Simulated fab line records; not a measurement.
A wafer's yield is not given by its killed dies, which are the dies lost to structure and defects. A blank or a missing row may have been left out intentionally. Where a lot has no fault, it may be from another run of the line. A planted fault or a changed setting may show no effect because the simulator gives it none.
A lot that was struck, set against a sound lot + flow n5Finfet + 34 out of 1938 route steps
Sound: these wafers, L502.1, L502.2. Struck: wafer L494.6 (left out: L494.2, a lot-mate that was not struck); the cause follows at the end.
Order at every step that has rows: each side's tool, ch and its chambers, its first start. Under that, the readings that differ: sound wafers + struck wafers + difference of the means + sigmas: that difference in standard deviations of wafers without a fault.
alike: readings whose means differ by less than 2 such deviations, and words and numbers that are the same on both sides. not compared: withheld readings, readings that some wafer has no value for, bounds like >300 that may hide the same value, and numbers for which the record gives no deviation and whose values overlap.
The two part at a step that has a row with sigmas, a row that says differs or no value, or rows on one side only. When numbers do not overlap yet have no deviation, they are printed without sigmas and do not part them. A reading that every wafer of one side lacks parts them only if that side has two wafers or more.

N5_MOL_CONTACT_COAG_THK_MEAS_53:
  struck on filmMetro-02, day 6 09:21; sound on filmMetro-01, day 8 10:53
  alike: VIA_MOL_THK
then, 1 step without rows for these wafers: N5_MOL_CONTACT_COAG_ANNEAL_112 (time 1800 s).
N5_MOL_CONTACT_COAG_INSPECT_97: inspects for defects (darkfield).
  struck on defectInspect-01, day 6 12:26; sound on defectInspect-02, day 8 13:56
  alike: rawDefectCount
N5_BEOL_M0_SAQP_PECVD_00: deposits SiCN from 3MS/NH3, target thk 8 nm, time 14 s.
  sound on pecvd-01 ch 1,2, day 8 14:16; struck on pecvd-04 ch 1, day 6 12:44
| reading                      | sound       | struck | difference | sigmas |
|------------------------------|-------------|--------|------------|--------|
| showerheadPlenumPTorr (Torr) | 3.678 3.667 | 3.641  | -0.031     | -3     |
  alike: chamberPressureTorr, throttleValvePct
then, 1 step without rows for these wafers: N5_BEOL_M0_SAQP_ILD_DEP_01 (deposits SiOC from DEMS/O2, target thk 45.419 nm, time 8.7 s).
N5_BEOL_M0_SAQP_HM_DEP_02: deposits TiN, target thk 12 nm.
  struck on pvdSputter-01, day 6 13:15; sound on pvdSputter-03, day 8 14:26
  alike: throttleValvePct
then, 3 steps without rows for these wafers: N5_BEOL_M0_SAQP_PECVD_03 (deposits SiCN from 3MS/NH3, target thk 12 nm, time 21.1 s); N5_BEOL_M0_SAQP_PECVD_96 (deposits a-Si from SiH4/He, target thk 45 nm, time 45.2 s); N5_BEOL_M0_SAQP_PECVD_97 (deposits SiNx from SiH4/NH3/N2, target thk 23 nm, time 19.9 s).
N5_BEOL_M0_SAQP_PECVD_04: deposits a-Si from SiH4/He, target thk 60 nm, time 60.2 s.
  sound on pecvd-01 ch 0,1, day 8 14:40; struck on pecvd-01 ch 0, day 6 13:29
  alike: chamberPressureTorr, heaterPowerW, showerheadPlenumPTorr, throttleValvePct
N5_BEOL_M0_SAQP_THK_MEAS_05:
  struck on filmMetro-02, day 6 13:35; sound on filmMetro-01, day 8 14:46
  alike: thkNm
N5_BEOL_M0_SAQP_HM_DEP_111: deposits SiO2 from SiH4/N2O, target thk 12 nm, time 7.2 s.
  sound on pecvd-04 ch 0,1, day 8 14:48; struck on pecvd-02 ch 1, day 6 13:37
| reading                                          | sound     | struck | difference | sigmas |
|--------------------------------------------------|-----------|--------|------------|--------|
| heaterPowerW (W)                                 | 680 710   | 834    | +139       | +2     |
| showerheadPlenumPTorr (Torr)                     | 8.04 7.91 | 8.21   | +0.24      | +2     |
| model.SiO2_of_BEOL_M0_SAQP_HM_DEP_111.thkNm (nm) | 12 12     | 10.4   | -1.6       |        |
  alike: chamberPressureTorr
then, 8 steps without rows for these wafers: N5_BEOL_M0_SAQP_COAT_81 (time 60 s, resist thk 100 nm); N5_BEOL_M0_SAQP_COAT_82 (time 60 s, resist thk 30 nm); N5_BEOL_M0_SAQP_COAT_08 (resist thk 90 nm); N5_BEOL_M0_SAQP_EBR_10; N5_BEOL_M0_SAQP_SOFTBAKE_09 (time 60 s); N5_BEOL_M0_SAQP_EXPOSE_11 (exposes mask M0 CORE, target cd 42 nm); N5_BEOL_M0_SAQP_PEB_12 (peb time 60 s); N5_BEOL_M0_SAQP_DEVELOP_13 (develop time 30 s).
N5_BEOL_M0_SAQP_CD_MEAS_14: target cd 42.5 nm.
  sound on cdSem-01 ch 0, day 8 15:07; struck on cdSem-02 ch 0, day 6 14:04
  alike: cdNm
N5_BEOL_M0_SAQP_OVL_MEAS_15:
  sound on overlay-02 ch 0, day 8 15:09; struck on overlay-01 ch 0, day 6 14:06
  alike: M0_CORE_OVL
N5_BEOL_M0_SAQP_INSPECT_16: inspects for defects (brightfield).
  struck on defectInspect-02, day 6 14:07; sound on defectInspect-02, day 8 15:10
  alike: rawDefectCount
N5_BEOL_M0_SAQP_DESCUM_19: chemistry O2, time 7.9 s.
  sound on rieDiel-03 ch 0,2, day 8 15:13; struck on rieDiel-03 ch 3, day 6 14:10
  alike: drypumpMotorCurrentA, oesProductAu, rfVppV, showerheadPlenumPTorr, throttleValvePct
  not compared: rfHoursCounterH
then, 3 steps without rows for these wafers: N5_BEOL_M0_SAQP_ETCH_83 (etches SiARC in CF4, target depth 39 nm, time 65 s); N5_BEOL_M0_SAQP_ETCH_84 (etches SOC in N2/H2, target depth 100 nm, overetch 20 nm, time 150 s); N5_BEOL_M0_SAQP_STRIP_80 (strips in N2/H2).
N5_BEOL_M0_SAQP_HM_OPEN_112: chemistry CHF3/O2, target SiO2, stops on a-Si, target depth 12 nm, time 13.5 s.
  sound on rieDiel-03 ch 0,2, day 8 15:24; struck on rieDiel-03 ch 3, day 6 14:21
| reading                 | sound       | struck | difference | sigmas |
|-------------------------|-------------|--------|------------|--------|
| oesProductAu (a.u.)     | 0.511 0.470 | 0.431  | -0.059     | -2     |
| model.etch.depthNm (nm) | 12.05 12    | 10.5   | -1.5       |        |
  alike: drypumpMotorCurrentA, oes_f_703_au, rfVppV, showerheadPlenumPTorr, throttleValvePct
  not compared: rfHoursCounterH
then, 2 steps without rows for these wafers: N5_BEOL_M0_SAQP_STRIP_113 (strips in CHF3/O2); N5_BEOL_M0_SAQP_MANDREL_ETCH_20 (etches a-Si in HBr/Cl2, stops on SiNx, target depth 60 nm, bt time 10 s, time 30 s).
N5_BEOL_M0_SAQP_STRIP_86: strips in N2/H2.
  sound on rieDiel-05 ch 0,2, day 8 15:35; struck on rieDiel-03 ch 3, day 6 14:34
| reading              | sound       | struck | difference | sigmas |
|----------------------|-------------|--------|------------|--------|
| n2FlowSccm (sccm)    | 298.4 298.7 | 301.1  | +2.6       | +3     |
| rfVppV (V)           | 121.9 121.1 | 125.1  | +3.6       | +3     |
| throttleValvePct (%) | 18.5 19.5   | 20.2   | +1.2       | +2     |
  alike: drypumpMotorCurrentA, oesProductAu, powerW, showerheadPlenumPTorr
  not compared: rfHoursCounterH
N5_BEOL_M0_SAQP_STRIP_115: strips in post etch residue remover, time 60 s.
  sound on wetBench-02 ch 5,7, day 8 15:39; struck on wetBench-02 ch 7, day 6 14:38
| reading                                          | sound | struck | difference | sigmas |
|--------------------------------------------------|-------|--------|------------|--------|
| model.SiO2_of_BEOL_M0_SAQP_HM_DEP_111.thkNm (nm) | 12 12 | 10.4   | -1.6       |        |
then, 1 step without rows for these wafers: N5_BEOL_M0_SAQP_SRD_93 (time 30 s).
-- record jumps: 3 days separate the struck wafers' starts on either side; left off in module BEOL_M0_SAQP, taken up again in module BEOL_M4, whose first shown step is the route's number 1111 --
N5_BEOL_M4_RC_MEAS_101:
  sound on prober-02 ch 0, day 11 08:16; struck on prober-02 ch 0, day 9 02:45
  alike: DIBL_N, DIBL_P, IOFF_N, IOFF_P, ION_N, ION_P, SS_N, SS_P, VT_N, VT_P

== WHERE THEY PART ==
Last at N5_BEOL_M0_SAQP_STRIP_86 as far as this record goes, first at N5_BEOL_M0_SAQP_PECVD_00. Later steps at which nothing parts them and some readings are alike: N5_BEOL_M4_RC_MEAS_101.

WHY: what had been put in by the simulator
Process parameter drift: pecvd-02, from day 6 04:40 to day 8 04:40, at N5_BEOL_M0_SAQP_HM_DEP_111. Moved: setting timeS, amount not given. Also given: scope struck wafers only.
